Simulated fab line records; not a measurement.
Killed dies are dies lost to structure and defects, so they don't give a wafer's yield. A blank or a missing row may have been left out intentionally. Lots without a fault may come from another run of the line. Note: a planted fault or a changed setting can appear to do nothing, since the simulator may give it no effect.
Split-lot study | flow n5Finfet | 21 wafers read across 7 lots, on a route 1938 steps long

## SPLIT DETAILS
At N5_ZERO_LAYER_EXPOSE_08 (exposes mask ZERO, defocus 0 nm, target cd 2000 nm), the setting doseMj was moved away from the recipe's 16.2 on 6 of the 21 wafers read, by -3.8% to +7.2%. All remaining wafers had this setting at the recipe value.

## FROM THE SPLIT TO THE READING: what the file shows between them, 3 steps
- N5_ZERO_LAYER_PEB_09
- N5_ZERO_LAYER_DEVELOP_10: develop time 60 s
- N5_ZERO_LAYER_HARDBAKE_23: time 120 s

## THE READING
cdNm (nm) at N5_ZERO_LAYER_CD_MEAS_11, where the cd target is 2000 nm. On this fab line, fault-free wafers typically give 2000.1 nm with a standard deviation of 1.9 nm.

wafer  | tool, chamber at the split | doseMj as run | against the recipe | cdNm, nm | against lot-mates on the recipe
L074.1 | krfScanner-01, 0           | 16.2          | recipe             | 1998.9   | -
L074.3 | krfScanner-01, 0           | 16.2          | recipe             | 2000.5   | -
L074.5 | krfScanner-01, 0           | 16.2          | recipe             | 2000.1   | -
L075.3 | krfScanner-01, 0           | 16.2          | recipe             | 2002.9   | -
L075.5 | krfScanner-01, 0           | 16.2          | recipe             | 1999.8   | -
L075.6 | krfScanner-01, 0           | 16.2          | recipe             | 1998.4   | -
L076.2 | krfScanner-01, 0           | 16.2          | recipe             | 2000.8   | -
L076.4 | krfScanner-01, 0           | 16.2          | recipe             | 2003.6   | -
L076.6 | krfScanner-01, 0           | 16.2          | recipe             | 1998.9   | -
L077.1 | krfScanner-01, 0           | 17.25         | +6.5%              | 2011.6   | +14.8
L077.2 | krfScanner-01, 0           | 17.25         | +6.5%              | 2011.6   | +14.8
L077.5 | krfScanner-01, 0           | 16.2          | recipe             | 1996.8   | -
L084.3 | krfScanner-02, 0           | 17.37         | +7.2%              | 2008.0   | no lot-mate on the recipe
L084.4 | krfScanner-02, 0           | 17.37         | +7.2%              | 2011.7   | no lot-mate on the recipe
L084.5 | krfScanner-02, 0           | 17.37         | +7.2%              | 2013.8   | no lot-mate on the recipe
L086.1 | krfScanner-01, 0           | 16.2          | recipe             | 2003.5   | -
L086.3 | krfScanner-01, 0           | 16.2          | recipe             | 2004.3   | -
L086.5 | krfScanner-01, 0           | 16.2          | recipe             | 2000.3   | -
L096.4 | krfScanner-01, 0           | 15.58         | -3.8%              | 1990.9   | -7.2
L096.5 | krfScanner-01, 0           | 16.2          | recipe             | 1996.9   | -
L096.6 | krfScanner-01, 0           | 16.2          | recipe             | 1999.3   | -

FIT RESULTS
A straight line over all 21 wafers: cdNm changes by +1.67 nm for each +1% of doseMj; r = +0.92; the points scatter about the line by 2.4 nm.
The same after taking each lot's own level away (the mean of its wafers on the recipe; 18 wafers): +2.21 nm for each +1%; r = +0.96; scatter 1.5 nm.
Per that fit: largest doseMj move, reading shift of 16 nm.
The lots' own levels span 1996.80 to 2002.70 nm, that is 3.1 times the standard deviation above.
In other words, the slope is changed by the lot-to-lot level; the two fits disagree.
Check: for one of the wafers moved furthest among these (+6.5%), held out of the fit, the line's prediction against its lot-mates is +14.2 nm. Against them it came out at +14.8 nm.

## FURTHER SPLITS ON THESE WAFERS
These wafers also went through other splits before the reading. Each is held against what the fit with the lots' levels taken away leaves over:
other split on the same wafers | wafers away from the commonest value | r with cdNm (lot level and that fit taken away)
N5_ZERO_LAYER_COAT_05 spinRpm  | 8                                    | +0.32

## THE WHOLE CHAIN: every reading that the file lists as answering this split, in the file's order
step                     | what it does             | reading                                                          | change (the file's fit)              | r (the file's)
N5_ZERO_LAYER_CD_MEAS_11 | target cd 2000 nm        | cdNm                                                             | +2.19 nm for each +1% of the setting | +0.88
N5_ZERO_LAYER_DESCUM_16  | chemistry O2, time 7.9 s | ZERO_LAYER.cdNm (the simulator's own value, which no gauge read) | +2.23 nm for each +1% of the setting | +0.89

## FILE'S OWN FIT
cdNm changes by +2.19 nm for each +1% of doseMj, r = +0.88.
